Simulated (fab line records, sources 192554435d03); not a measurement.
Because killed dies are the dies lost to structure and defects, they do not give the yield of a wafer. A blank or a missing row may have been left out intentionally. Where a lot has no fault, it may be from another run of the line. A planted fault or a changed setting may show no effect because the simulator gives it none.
A struck lot beside a sound one ; flow n5-finfet ; 15 out of 1938 route steps
Sound: wafers L454.1, L454.3, L454.5. The struck wafers were L450.1, L450.3, L450.4. The cause is given at the end.
Per side, at each step with rows, come the tool, then ch with its chambers, and then its first start. Under that, the readings that differ: sound wafers ; struck wafers ; difference of the means ; sigmas: that difference in standard deviations of wafers without a fault.
alike: readings with means less than 2 such deviations apart, plus words and numbers identical on both sides. not compared: withheld readings, readings lacking a value on some wafer, bounds such as >300 that could conceal the same value, and numbers that have no deviation in the record and whose values overlap.
A row with sigmas, a row that says differs or no value, or rows on one side alone: a step with any of these is where the two part. Numbers that have no deviation but don't overlap get no sigmas and don't part them. Lack of a reading on every wafer of one side parts them only where that side has two or more wafers.

N5_BEOL_M15_STRIP_36: strips in O2.
  sound on rie-diel-02 ch 0,1,3, day 19 07:02; struck on rie-diel-04 ch 0,1,3, day 16 18:05
  alike: drypump-motor-current-A, oes-product-au, rf-vpp-V, showerhead-plenum-p-Torr, throttle-valve-pct
  not compared: rf-hours-counter-h
N5_BEOL_M15_STRIP_62: strips in O2.
  sound: rie-diel-02 ch 0,1,3; struck: rie-diel-04 ch 0,1,3
  alike: drypump-motor-current-A, oes-product-au, rf-vpp-V, showerhead-plenum-p-Torr, throttle-valve-pct
  not compared: rf-hours-counter-h
N5_BEOL_M15_STRIP_37: strips in O2.
  sound: rie-diel-02 ch 0,1,3; struck: rie-diel-04 ch 0,1,3
  alike: drypump-motor-current-A, oes-product-au, rf-vpp-V, showerhead-plenum-p-Torr, throttle-valve-pct
  not compared: rf-hours-counter-h
then, 4 steps without rows for these wafers: N5_BEOL_M15_ETCH_38 (etches SiCN in CF4/N2, target depth 106.4 nm, time 120.5 s); N5_BEOL_M15_PRECLEAN_39 (cleans in residue remover, time 60 s); N5_BEOL_M15_SRD_40 (time 30 s, dry time 30 s); N5_BEOL_M15_DEGAS_41 (time 60 s).
N5_BEOL_M15_PRE_CLEAN_42: time 30 s.
  sound on pvd-sputter-01 at day 19 07:40; struck on pvd-sputter-01 at day 16 19:08
  alike: heater-power-w
then, 1 step without rows for these wafers: N5_BEOL_M15_SPUTTER_43 (material TaN, target thk 15 nm, time 24.19 s).
N5_BEOL_M15_SPUTTER_44: material Ta, target thk 15 nm, time 24.19 s.
  sound on pvd-sputter-01 at day 19 07:47; struck on pvd-sputter-01 at day 16 19:15
  alike: throttle-valve-pct
then, 2 steps without rows for these wafers: N5_BEOL_M15_SPUTTER_45 (material Cu, target thk 100 nm, time 16.67 s); N5_BEOL_M15_ECD_47 (material Cu, target thk 1860 nm).
N5_BEOL_M15_ANNEAL_48: time 90 s.
  struck on rtp-anneal-01, day 16 19:41; sound on rtp-anneal-01 ch 0, day 19 08:13
  no value came back on the struck wafers for anneal-temp-c (C), anneal-temp-c-max, wafer_temp_C_max; on the sound wafers anneal-temp-c (C) reads 225.33 225.43 225.44
then, 1 step without rows for these wafers: N5_BEOL_M15_CMP_49 (polishes, stops on SiO2, t overpolish 4.9 s, target thk 850 nm).
N5_PASSIVATION_PROBE_49:
  record: rows for the struck wafers here (prober-01, day 17 11:54), none for the sound ones

== WHERE THEY PART ==
First at N5_BEOL_M15_ANNEAL_48; last, within this record, at N5_PASSIVATION_PROBE_49.

WHY: what had been put in by the simulator
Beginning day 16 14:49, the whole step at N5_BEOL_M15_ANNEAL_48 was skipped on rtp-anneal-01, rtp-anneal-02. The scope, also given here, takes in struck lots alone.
